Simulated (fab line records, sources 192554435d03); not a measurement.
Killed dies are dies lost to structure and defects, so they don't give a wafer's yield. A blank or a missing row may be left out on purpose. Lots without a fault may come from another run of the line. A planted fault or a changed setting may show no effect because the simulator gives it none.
Chamber matching | flow n5_finfet | N5_BEOL_M9_CURE_71 on uv_cure-01: 3 sister chambers
The step cures SiCOH lowk, time 240 s. 6 wafers are shown with their chamber, then 10 later ones without.

WAFERS WITH THEIR CHAMBER
wafer  | chamber | wafer_temp_C_max | lamp_power_pct (%)
L086.4 | 2       | 387.2            | 52.40
L086.5 | 2       | 386.9            | 52.32
L087.3 | 0       | 387.3            | 52.29
L087.4 | 0       | 387.1            | 52.28
L089.1 | 1       | 386.5            | 52.28
L089.3 | 1       | 387.3            | 52.38

WAFERS WITHOUT THEIR CHAMBER
wafer  | wafer_temp_C_max | lamp_power_pct (%)
L089.4 | 386.4            | 52.33
L089.2 | 387.3            | 52.23
L089.5 | 386.5            | 52.29
L089.6 | 386.7            | 52.35
L091.2 | 388.4            | 52.43
L091.5 | 387.3            | 52.32
L091.6 | 387.5            | 52.27
L094.2 | 387.3            | 52.28
L094.3 | 387.1            | 52.36
L094.5 | 387.2            | 52.34

WHICH CHAMBER EACH WENT THROUGH
wafer  | from the rows above          | in truth
L089.4 | can't be placed: 1 or 2 or 0 | 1
L089.2 | can't be placed: 0 or 1 or 2 | 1
L089.5 | can't be placed: 1 or 0 or 2 | 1
L089.6 | can't be placed: 1 or 2 or 0 | 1
L091.2 | can't be placed: 2 or 0 or 1 | 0
L091.5 | can't be placed: 0 or 2 or 1 | 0
L091.6 | can't be placed: 0 or 1 or 2 | 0
L094.2 | can't be placed: 0 or 1 or 2 | 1
L094.3 | can't be placed: 2 or 1 or 0 | 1
L094.5 | can't be placed: 2 or 1 or 0 | 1
Placed correctly: 0 of 10. Can't be placed from these rows: 10 (the true chamber is among the candidates in 10). Placed wrongly: 0.
How it was worked out, from the rows above alone: a wafer's distance from a chamber is the root of the sum, over the readings, of the square of ((its reading less the chamber's mean) divided by the reading's scatter). The wafer belongs to the nearest chamber; if the next one is less than 2 further off, it can't be placed. A chamber's mean is the mean of its shown wafers. The scatter: the root of (the sum of the squares of (reading less its chamber's mean) over the shown wafers, divided by (wafers less chambers)).
